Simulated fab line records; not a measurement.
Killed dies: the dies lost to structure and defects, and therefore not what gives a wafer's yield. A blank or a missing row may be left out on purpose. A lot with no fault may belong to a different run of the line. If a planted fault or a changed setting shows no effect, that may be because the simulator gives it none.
A struck lot beside a sound one    flow nand-harc    15 steps out of a route of 1302
Sound: wafers L812.2, L812.4, L812.6. Struck: wafer L825.6 (left out: L825.1, L825.4 of the same lot, which were not struck); the cause appears at the end.
For every step that has rows: the tool of each side, followed by ch and its chambers, followed by its first start. Under that, the readings that differ: sound wafers    struck wafers    difference of the means    sigmas: that difference in standard deviations of wafers without a fault.
alike: a reading whose means differ by less than 2 such deviations, as well as words and numbers matching on both sides. not compared: withheld readings; readings where some wafer has no value; bounds like >300 that might hide an equal value; numbers whose values overlap and for which the record gives no deviation.
Wherever a step has rows on one side only, a row that says differs or no value, or a row with sigmas, the two part there. Non-overlapping numbers with no deviation appear without sigmas and do not part them. A reading missing from all wafers of one side parts the sides only when that side holds two or more wafers.

first, 4 steps without rows for these wafers: NHARC_P_BONDPAD_EBR_05; NHARC_P_BONDPAD_EXPOSE_06 (exposes mask P BPAD); NHARC_P_BONDPAD_PEB_07 (peb time 80 s); NHARC_P_BONDPAD_DEVELOP_08 (time 50 s).
NHARC_P_BONDPAD_CD_MEAS_09: target cd 500 nm.
  sound on cd-sem-03 ch 0, day 6 14:47; struck on cd-sem-01 ch 0, day 12 14:23
  alike: cd-nm
NHARC_P_BONDPAD_OVL_MEAS_38:
  sound: overlay-01 at day 6 14:53; struck: overlay-01 at day 12 14:29
  alike: overlay-x-nm, overlay-y-nm
then, 1 step without rows for these wafers: NHARC_P_BONDPAD_HARDBAKE_10 (time 65 s).
NHARC_P_BONDPAD_DESCUM_11: chemistry O2, time 3 s.
  sound on rie-diel-04 ch 2,3, day 6 15:00; struck on rie-diel-04 ch 3, day 12 14:37
  alike: chamber-pressure-mTorr, drypump-motor-current-A, oes-product-au, rf-vpp-V, showerhead-plenum-p-Torr, throttle-valve-pct
  not compared: rf-hours-counter-h
NHARC_P_BONDPAD_ETCH_37: etches the open film in N2/H2, target depth 60 nm, overetch 18 nm, time 65.91 s.
  sound on rie-diel-04 ch 1,2, day 6 15:05; struck on rie-diel-04 ch 2, day 12 14:41
  alike: chamber-pressure-mTorr, drypump-motor-current-A, oes-product-au, rf-vpp-V, run-length-s, showerhead-plenum-p-Torr, throttle-valve-pct
  not compared: rf-hours-counter-h
NHARC_P_BONDPAD_ETCH_12: etches the open film in CHF3/O2, target depth 200 nm, time 100 s.
  sound on rie-diel-04 ch 0,3; struck on rie-diel-04 ch 3
  alike: chamber-pressure-mTorr, drypump-motor-current-A, oes-product-au, rf-vpp-V, run-length-s, showerhead-plenum-p-Torr, throttle-valve-pct
  not compared: rf-hours-counter-h
NHARC_P_BONDPAD_CD_MEAS_13:
  sound: cd-sem-03 at day 6 15:19; struck: cd-sem-02 at day 12 14:55
  alike: cd-nm
NHARC_P_BONDPAD_STRIP_15: strips in O2.
  sound on rie-diel-02 ch 2,3, day 6 15:25; struck on rie-diel-12 ch 3, day 12 14:59
reading                sound              struck  difference  sigmas
oes-product-au (a.u.)  0.995 0.999 0.985  1.019   +0.026      +2
  alike: chamber-pressure-mTorr, drypump-motor-current-A, rf-vpp-V, showerhead-plenum-p-Torr, throttle-valve-pct
  not compared: rf-hours-counter-h
NHARC_P_BONDPAD_ETCH_24: etches the open film in CF4/N2, target depth 30 nm, time 72.99 s.
  sound on rie-diel-02 ch 0,3, day 6 15:35; struck on rie-diel-12 ch 2, day 12 15:09
reading                      sound           struck  difference  sigmas
drypump-motor-current-A (A)  5.8 6.0 5.8     5.2     -0.7        -2
run-length-s (s)             94.3 95.1 94.9  76.1    -18.7       -47
  alike: chamber-pressure-mTorr, oes-product-au, rf-vpp-V, showerhead-plenum-p-Torr, throttle-valve-pct
  not compared: rf-hours-counter-h
then, 1 step without rows for these wafers: NHARC_P_BONDPAD_STRIP_16 (strips in post etch residue remover, time 600 s).
-- the record jumps here: 18 days lie between the struck wafers' starts before and after (it left off in module P_BONDPAD and takes up again in module END, whose first step shown is number 1302 of the route) --
NHARC_END_SORT_01:
  sound on prober-02 ch 0, day 25 05:26; struck on prober-01 ch 0, day 30 13:57
  alike: defect-limited-yield, killed-at-array, killed-at-other, killed-at-periphery, killed-dies, killed-open, killed-short

WHERE THEY PART
Last at NHARC_P_BONDPAD_ETCH_24 as far as this record goes, first at NHARC_P_BONDPAD_STRIP_15. Later steps at which nothing parts them and some readings are alike: NHARC_END_SORT_01.

WHY: the cause the simulator had injected
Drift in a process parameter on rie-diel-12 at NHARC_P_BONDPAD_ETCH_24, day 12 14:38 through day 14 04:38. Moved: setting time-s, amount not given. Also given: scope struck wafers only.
